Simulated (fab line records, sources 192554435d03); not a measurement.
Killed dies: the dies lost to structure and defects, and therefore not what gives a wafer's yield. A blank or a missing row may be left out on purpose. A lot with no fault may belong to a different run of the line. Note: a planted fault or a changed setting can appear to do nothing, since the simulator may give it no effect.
fab line records	flow n5_finfet
record: lots: 8	wafers: 24	last_day: 18
route steps=1938 shown DUMMY_GATE@244 SD_EPI_N@271 SD_ACTIVATION@332 BEOL_M4@1111
lots with no fault: from the same line, run without faults
start_h: hours from the record's opening day to when the first of the lot's shown wafers began	wait_h: time in hours since the lot's previous step	" as in the row above	L1.1+2: a row that stands for several wafers	- no value present, or no start provided	* or withheld: withheld	< > ~ a bound
route shown NAME@n: names a module that has steps shown in the file, with the first one's number in the route	usual: mean and standard deviation over wafers with no fault	same: alike in all rows	chamber/n: place in a boat	sites: each site's reading	_std_site: the standard deviation of these	_edge_site: the outer-site mean with the inner-site mean subtracted	radius_mm: how far each site lies from the wafer's centre	mask NAME#n: copy n	behind: the tool/chamber that last shaped the wafer	hold: cause of the lot's hold/its duration in hours/its outcome	device: transistor that didn't switch, given as n, p or np	end of line: the same wafers' tests at the end of the route	a step given without rows: its recipe and nothing more	killed: not the wafer's yield, but the dies lost to structure and defects at the first sort	map: dies across one wafer; x = killed, . = not, _ = none there
set.NAME: the setting the step ran with; set.NAME@STEP: the setting that earlier step ran with	model.NAME: the simulator's own value behind a step, which no gauge read
route steps across a sampled set of lots; one table per step, one row per wafer
services: from which hour (start_h, from the record's first day; less than 0 if before it) a tool's chamber was out of use, for how many hours, and why
== steps ==
step: N5_DUMMY_GATE_STRIP_41
recipe: chemistry: O2	power_w: 400	temp_c: 40	pressure_mtorr: 30	rf_frequency_hz: 6e+07	bias_power_w: 0	overash_fraction: 0.3	o2_flow_sccm: 225
usual: drypump_motor_current_A: 5.7/0.41	oes_product_au: 0.74/0.053	rf_vpp_V: 3.7/0.43	showerhead_plenum_p_Torr: 2.08/0.063	temp_c: 39.98/0.12	throttle_valve_pct: 16.71/0.2
lot.wafer	tool	chamber	start_h	wait_h	drypump_motor_current_A	oes_product_au	rf_hours_counter_h	rf_vpp_V	showerhead_plenum_p_Torr	temp_c	throttle_valve_pct
L512.2	rie_diel-04	3	53.70	0.0	5.8	0.76	175	4.3	2.09	40.08	16.81
L512.4	"	2	"	"	5.7	0.69	210	3.8	2.07	40.18	16.80
L512.6	"	3	"	"	5.8	0.76	-	3.3	2.09	39.99	16.81
L513.1	rie_diel-03	0	59.82	0.0	6.1	0.79	142	3.8	2.02	40.21	16.78
L513.2	"	2	"	"	6.2	0.77	130	3.0	2.01	40.12	16.56
L513.4	"	1	"	"	4.7	0.68	220	4.0	2.16	39.88	16.75
L514.1	rie_diel-04	3	64.69	0.0	5.9	0.75	178	2.9	2.09	39.82	16.83
L514.2	"	2	"	"	5.7	0.68	213	3.4	2.07	39.94	16.80
L514.5	"	3	"	"	5.9	0.76	-	3.3	2.09	39.68	16.84
L515.2	rie_diel-04	1	73.83	0.0	6.1	0.79	128	3.5	2.19	39.95	16.53
L515.4	"	2	"	"	5.7	0.69	217	4.2	2.07	39.98	16.82
L515.6	"	2	"	"	5.7	0.68	-	3.4	2.07	39.92	16.82
L517.3	rie_diel-04	1	85.81	0.0	6.1	0.79	131	2.7	2.19	39.81	16.52
L517.5	"	0	"	"	5.6	0.72	-	3.7	2.09	39.84	16.93
L517.6	"	3	"	"	5.9	0.75	-	4.1	2.08	40.09	16.82
L527.1	rie_diel-03	3	142.38	0.0	6.2	0.80	94	3.7	2.03	39.88	16.63
L527.3	"	1	"	"	4.7	0.66	243	4.5	2.15	39.99	16.78
L527.4	"	2	"	"	6.2	0.74	154	4.5	2.01	39.91	16.60
L528.2	rie_diel-04	0	148.52	0.0	5.6	0.71	192	3.8	2.08	39.93	16.98
L528.5	"	0	"	"	5.6	0.71	-	4.0	2.08	40.05	16.97
L528.6	"	1	"	"	6.1	0.77	-	3.7	2.19	40.09	16.55
L534.1	rie_diel-04	0	192.37	0.0	5.6	0.69	206	2.4	2.08	39.90	17.00
L534.3	"	1	"	"	6.1	0.75	162	3.9	2.18	39.90	16.57
L534.5	"	1	"	"	6.1	0.75	-	3.4	2.18	39.81	16.58
step: N5_DUMMY_GATE_ETCH_44
recipe: chemistry: HBr/O2	over_etch_frac: 0.7	target_depth_a: 1275	stop_on: SiO2	ion_energy_ev: 60	bias_w: 20	target: poly-Si	mask_material: SiO2	pressure_mtorr: 20	icp_w: 400	HBr_flow_sccm: 120	O2_flow_sccm: 10
usual: drypump_motor_current_A: 5.6/0.41	oes_product_au: 0.721/0.011	throttle_valve_pct: 18.45/0.25
same: over_etch_frac: 0.7
lot.wafer	tool	chamber	start_h	wait_h	drypump_motor_current_A	oes_product_au	rf_hours_counter_h	throttle_valve_pct
L512.2	rie_si-04	1	53.99	0.0	6.2	0.727	84	18.66
L512.4	"	0	"	"	6.0	0.704	193	18.16
L512.6	"	0	"	"	6.0	0.708	-	18.15
L513.1	rie_si-02	0	60.11	0.0	5.2	0.726	11	18.41
L513.2	"	1	"	"	5.3	0.709	8	18.81
L513.4	"	3	"	"	5.5	0.713	180	18.62
L514.1	rie_si-03	0	64.98	0.0	5.4	0.727	7	18.04
L514.2	"	1	"	"	5.4	0.718	196	18.08
L514.5	"	0	"	"	5.4	0.725	-	18.05
L515.2	rie_si-03	2	74.12	0.0	5.7	0.732	134	18.71
L515.4	"	0	"	"	5.4	0.727	7	18.04
L515.6	"	1	"	"	5.4	0.721	-	18.09
L517.3	rie_si-03	3	86.10	0.0	5.2	0.726	181	18.35
L517.5	"	0	"	"	5.4	0.733	-	18.04
L517.6	"	1	"	"	5.3	0.724	-	18.10
L527.1	rie_si-02	2	142.67	0.0	6.4	0.717	6	18.39
L527.3	"	0	"	"	5.2	0.744	13	18.42
L527.4	"	3	"	"	5.5	0.722	181	18.65
L528.2	rie_si-04	1	148.81	0.0	6.3	0.740	85	18.66
L528.5	"	3	"	"	5.8	0.727	-	18.31
L528.6	"	1	"	"	6.3	0.743	-	18.65
L534.1	rie_si-02	2	192.66	0.0	6.4	0.705	7	18.39
L534.3	"	3	"	"	5.5	0.706	182	18.63
L534.5	"	2	"	"	6.4	0.708	-	18.38
step: N5_SD_EPI_N_OVL_MEAS_10
recipe: points_per_wafer: 44
usual: SD_N_BLK_OVL: 0.2/0.66
lot.wafer	tool	chamber	start_h	wait_h	SD_N_BLK_OVL[nm]
L512.2	overlay-01	0	55.30	0.0	0.1
L512.4	"	0	"	"	0.3
L512.6	"	0	"	"	0.6
L513.1	overlay-01	0	61.54	0.0	-0.1
L513.2	"	0	"	"	0.0
L513.4	"	0	"	"	0.2
L514.1	overlay-01	0	66.43	0.0	1.4
L514.2	"	0	"	"	-0.8
L514.5	"	0	"	"	0.3
L515.2	overlay-01	0	75.55	0.0	0.6
L515.4	"	0	"	"	-0.4
L515.6	"	0	"	"	0.8
L517.3	overlay-01	0	88.39	0.0	-0.3
L517.5	"	0	"	"	-0.7
L517.6	"	0	"	"	-0.9
L527.1	overlay-02	0	144.25	0.0	0.3
L527.3	"	0	"	"	-0.3
L527.4	"	0	"	"	-0.5
L528.2	overlay-02	0	151.73	0.0	0.5
L528.5	"	0	"	"	1.2
L528.6	"	0	"	"	0.7
L534.1	overlay-02	0	194.16	0.0	0.3
L534.3	"	0	"	"	1.1
L534.5	"	0	"	"	0.3
step: N5_SD_EPI_N_EPI_21
recipe: material: Si:P	dopant: P	temp_c: 680	pressure_torr: 255	time_s: 690
usual: lamp_inner_pct: 16.76/0.27	susceptor_temp_C: 679.97/0.27	susceptor_temp_C_max: 681.9/0.73
lot.wafer	tool	chamber	start_h	wait_h	lamp_inner_pct	susceptor_temp_C	susceptor_temp_C_max
L512.2	epi_rpcvd-02	0	57.32	0.4	16.79	679.74	682.4
L512.4	"	0	"	"	16.54	680.19	682.7
L512.6	"	0	"	"	16.71	680.43	682.4
L513.1	epi_rpcvd-02	0	63.27	0.1	16.80	680.12	682.6
L513.2	"	0	"	"	16.64	680.10	682.2
L513.4	"	0	"	"	16.79	680.41	683.1
L514.1	epi_rpcvd-02	0	68.35	0.1	16.20	667.76	670.3
L514.2	"	0	"	"	16.02	667.71	670.3
L514.5	"	0	"	"	16.16	667.37	669.9
L515.2	epi_rpcvd-02	0	77.83	0.5	15.83	667.88	670.3
L515.4	"	0	"	"	15.94	667.76	671.1
L515.6	"	0	"	"	16.06	668.11	670.6
L517.3	epi_rpcvd-02	0	91.05	0.9	16.08	667.93	669.9
L517.5	"	0	"	"	16.10	667.80	670.5
L517.6	"	0	"	"	16.23	668.03	671.3
L527.1	epi_rpcvd-01	0	146.30	0.2	16.87	680.34	682.0
L527.3	"	0	"	"	16.60	680.43	682.3
L527.4	"	0	"	"	16.41	680.10	681.9
L528.2	epi_rpcvd-04	0	153.85	0.4	17.35	680.01	681.0
L528.5	"	0	"	"	17.13	679.74	680.7
L528.6	"	0	"	"	17.18	679.75	680.9
L534.1	epi_rpcvd-02	0	195.91	0.1	16.85	679.67	681.7
L534.3	"	0	"	"	16.73	679.88	682.3
L534.5	"	0	"	"	16.77	680.10	682.4
step: N5_SD_EPI_N_EPI_MEAS_23
recipe: mode: xrd
usual: thk_nm: 58.8/1.2
lot.wafer	tool	chamber	start_h	wait_h	thk_nm
L512.2	film_metro-01	-	58.75	1.2	58.0
L512.4	"	-	"	"	59.2
L512.6	"	-	"	"	59.9
L513.1	film_metro-01	-	64.99	1.4	58.8
L513.2	"	-	"	"	58.6
L513.4	"	-	"	"	57.4
L514.1	film_metro-02	-	70.07	1.4	46.1
L514.2	"	-	"	"	46.1
L514.5	"	-	"	"	46.9
L515.2	film_metro-02	-	79.74	1.5	45.9
L515.4	"	-	"	"	46.2
L515.6	"	-	"	"	46.4
L517.3	film_metro-02	-	92.58	1.2	48.2
L517.5	"	-	"	"	48.8
L517.6	"	-	"	"	46.7
L527.1	film_metro-02	-	148.57	1.9	56.6
L527.3	"	-	"	"	57.2
L527.4	"	-	"	"	59.2
L528.2	film_metro-01	-	155.29	1.2	57.5
L528.5	"	-	"	"	58.3
L528.6	"	-	"	"	56.1
L534.1	film_metro-02	-	197.63	1.4	59.9
L534.3	"	-	"	"	59.0
L534.5	"	-	"	"	59.9
step: N5_SD_ACTIVATION_RS_MEAS_03
recipe: thk_meas_gauge: four-point-probe
usual: RS_SD_N: 22.0/0.32	RS_SD_P: 56.4/0.8
lot.wafer	tool	chamber	start_h	wait_h	RS_SD_N[ohm/sq]	RS_SD_P[ohm/sq]
L512.2	film_metro-02	-	64.09	0.2	21.8	56.3
L512.4	"	-	"	"	22.0	56.1
L512.6	"	-	"	"	21.5	56.6
L513.1	film_metro-02	-	70.96	0.2	22.4	57.5
L513.2	"	-	"	"	22.1	57.7
L513.4	"	-	"	"	21.9	57.4
L514.1	film_metro-02	-	77.33	0.2	27.3	56.9
L514.2	"	-	"	"	27.3	56.0
L514.5	"	-	"	"	27.5	55.6
L515.2	film_metro-02	-	85.75	0.2	26.9	56.3
L515.4	"	-	"	"	27.0	56.3
L515.6	"	-	"	"	27.1	57.0
L517.3	film_metro-02	-	98.90	0.2	27.1	55.8
L517.5	"	-	"	"	26.8	55.7
L517.6	"	-	"	"	26.9	55.6
L527.1	film_metro-02	-	154.41	0.2	22.4	55.7
L527.3	"	-	"	"	22.5	55.8
L527.4	"	-	"	"	22.6	55.6
L528.2	film_metro-01	-	162.08	0.2	22.8	55.0
L528.5	"	-	"	"	22.0	55.4
L528.6	"	-	"	"	22.4	55.0
L534.1	film_metro-01	-	203.25	0.2	21.7	56.1
L534.3	"	-	"	"	22.3	56.6
L534.5	"	-	"	"	22.0	56.9
step: N5_BEOL_M4_RC_MEAS_101
usual: DIBL_N: 35.7/1.3	DIBL_P: 35.4/1.8	IOFF_N: 0.152/0.027	IOFF_P: 0.20/0.034	ION_N: 672/9.8	ION_P: 461/7.5	REXT_N: 74.7/1.5	RS_SD_N: 28.5/0.38	SS_N: 71.4/0.55	SS_P: 73.1/0.61	VT_N: 251/3.3	VT_P: -251/3.6
lot.wafer	tool	chamber	start_h	wait_h	DIBL_N[mV/V]	DIBL_P[mV/V]	IOFF_N[nA/um]	IOFF_P[nA/um]	ION_N[uA/um]	ION_P[uA/um]	REXT_N[ohm.um]	RS_SD_N[ohm/sq]	SS_N[mV/dec]	SS_P[mV/dec]	VT_N[mV]	VT_P[mV]
L512.2	prober-01	0	167.97	0.2	34.0	32.5	0.114	0.16	661	457	74.9	28.2	70.3	72.7	255	-255
L512.4	"	0	"	"	35.2	34.1	0.133	0.18	670	464	75.4	28.2	70.6	73.5	253	-251
L512.6	"	0	"	"	34.4	34.2	0.126	0.18	659	452	75.7	28.1	71.3	73.0	255	-250
L513.1	prober-01	0	179.12	0.0	38.6	38.5	0.217	0.30	674	468	74.9	28.6	72.4	74.4	248	-244
L513.2	"	0	"	"	34.7	32.9	0.139	0.21	671	463	74.8	28.8	71.0	72.9	251	-249
L513.4	"	0	"	"	34.8	34.2	0.144	0.22	673	460	75.2	28.8	71.6	73.5	251	-248
L514.1	prober-02	0	181.19	0.0	35.1	36.0	0.148	0.18	667	457	80.5	35.5	71.0	72.8	253	-255
L514.2	"	0	"	"	35.5	34.9	0.144	0.17	655	455	81.3	35.5	71.8	72.0	256	-253
L514.5	"	0	"	"	34.3	35.0	0.145	0.17	661	459	81.0	35.7	70.8	73.0	252	-252
L515.2	prober-01	0	191.24	0.2	36.6	36.2	0.162	0.18	666	452	82.8	35.0	71.5	73.1	254	-258
L515.4	"	0	"	"	37.2	37.6	0.185	0.19	679	469	81.9	34.9	71.4	73.7	248	-252
L515.6	"	0	"	"	37.4	37.3	0.188	0.19	663	453	83.5	35.1	72.4	73.8	252	-253
L517.3	prober-02	0	200.58	0.3	36.5	36.7	0.162	0.23	671	468	77.4	34.9	71.4	72.6	248	-247
L517.5	"	0	"	"	36.5	36.7	0.162	0.23	669	467	77.6	34.5	71.5	72.1	248	-248
L517.6	"	0	"	"	35.9	36.3	0.152	0.22	669	467	78.3	35.1	71.1	73.0	250	-247
L527.1	prober-01	0	261.82	0.0	35.0	34.7	0.129	0.19	657	458	74.3	29.0	71.1	73.4	253	-250
L527.3	"	0	"	"	34.2	32.8	0.116	0.16	658	456	73.1	29.1	71.4	72.4	257	-252
L527.4	"	0	"	"	34.6	33.7	0.115	0.17	653	453	73.6	28.9	70.1	72.1	256	-250
L528.2	prober-01	0	279.11	0.2	34.7	33.2	0.143	0.19	674	463	75.5	29.2	72.2	73.0	252	-249
L528.5	"	0	"	"	33.4	31.7	0.122	0.17	666	462	74.9	28.9	71.8	73.3	254	-251
L528.6	"	0	"	"	35.4	35.0	0.164	0.21	676	469	75.4	29.3	72.1	73.5	252	-249
L534.1	prober-02	0	318.48	0.0	34.8	33.5	0.121	0.19	674	459	71.7	28.4	70.5	73.0	254	-252
L534.3	"	0	"	"	33.8	32.4	0.104	0.17	653	457	71.2	28.9	70.8	72.3	259	-253
L534.5	"	0	"	"	35.4	34.7	0.132	0.20	668	467	71.6	28.4	71.3	73.0	252	-249
== services ==
tool	chamber	start_h	hours	kind
epi_rpcvd-01	-	34.75	18.9	pm
epi_rpcvd-01	-	58.43	0.9	repair
rie_si-02	-	61.49	0.4	repair
rie_diel-03	1	63.21	7.4	repair
rie_si-04	-	66.26	0.5	repair
rie_si-02	-	67.08	0.9	repair
epi_rpcvd-02	-	67.37	0.4	repair
epi_rpcvd-01	-	77.88	2.8	pm
rie_si-04	-	86.98	14.6	pm
epi_rpcvd-02	-	111.95	1.8	repair
epi_rpcvd-04	-	117.36	0.6	repair
rie_si-03	1	119.21	-	clean
rie_si-03	1	119.21	9.8	scheduled_down
rie_si-03	1	119.21	9.8	vent_cycle
rie_si-04	0	137.73	-	clean
rie_si-04	0	137.73	27.8	scheduled_down
rie_si-03	-	156.26	0.4	repair
rie_si-04	-	169.75	0.3	repair
rie_diel-04	2	185.70	-	clean
rie_diel-04	2	185.70	-	consumable_replace:focus_ring
rie_diel-04	2	185.70	13.5	scheduled_down
rie_diel-04	2	185.70	13.5	vent_cycle
epi_rpcvd-04	-	192.08	2.8	pm
rie_si-03	-	196.64	4.1	repair
== key ==
first_sign: step: N5_SD_EPI_N_EPI_21	reading: susceptor_temp_C	direction: down	sigmas: 45	usual: *	struck: *
effect: step: N5_SD_EPI_N_EPI_21	reading: susceptor_temp_C_max	direction: down	sigmas: 16	usual: *	struck: *
effect: step: N5_SD_EPI_N_EPI_MEAS_23	reading: thk_nm	direction: down	sigmas: 9.8	usual: *	struck: *
effect: step: N5_SD_ACTIVATION_RS_MEAS_03	reading: RS_SD_N	direction: up	sigmas: 16	usual: 22.0	struck: 27.1
effect: step: N5_BEOL_M4_RC_MEAS_101	reading: RS_SD_N	direction: up	sigmas: 18	usual: 28.5	struck: 35.1
effect: step: N5_BEOL_M4_RC_MEAS_101	reading: REXT_N	direction: up	sigmas: 3.7	usual: 74.7	struck: 80.5
met_at N5_SD_EPI_N_EPI_21
struck_lots L514,L515,L517
not_acting_at N5_DUMMY_GATE_STRIP_41,N5_DUMMY_GATE_ETCH_44,N5_SD_EPI_N_OVL_MEAS_10
onset_between 63.27 68.35
fault: kind: process_parameter_drift	tool: epi_rpcvd-02	chamber: -	onset_h: 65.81	steps: N5_SD_EPI_N_EPI_21	channel: temp_c	offset: *	shape: step	end_h: 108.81	acts_in: *	stated: *
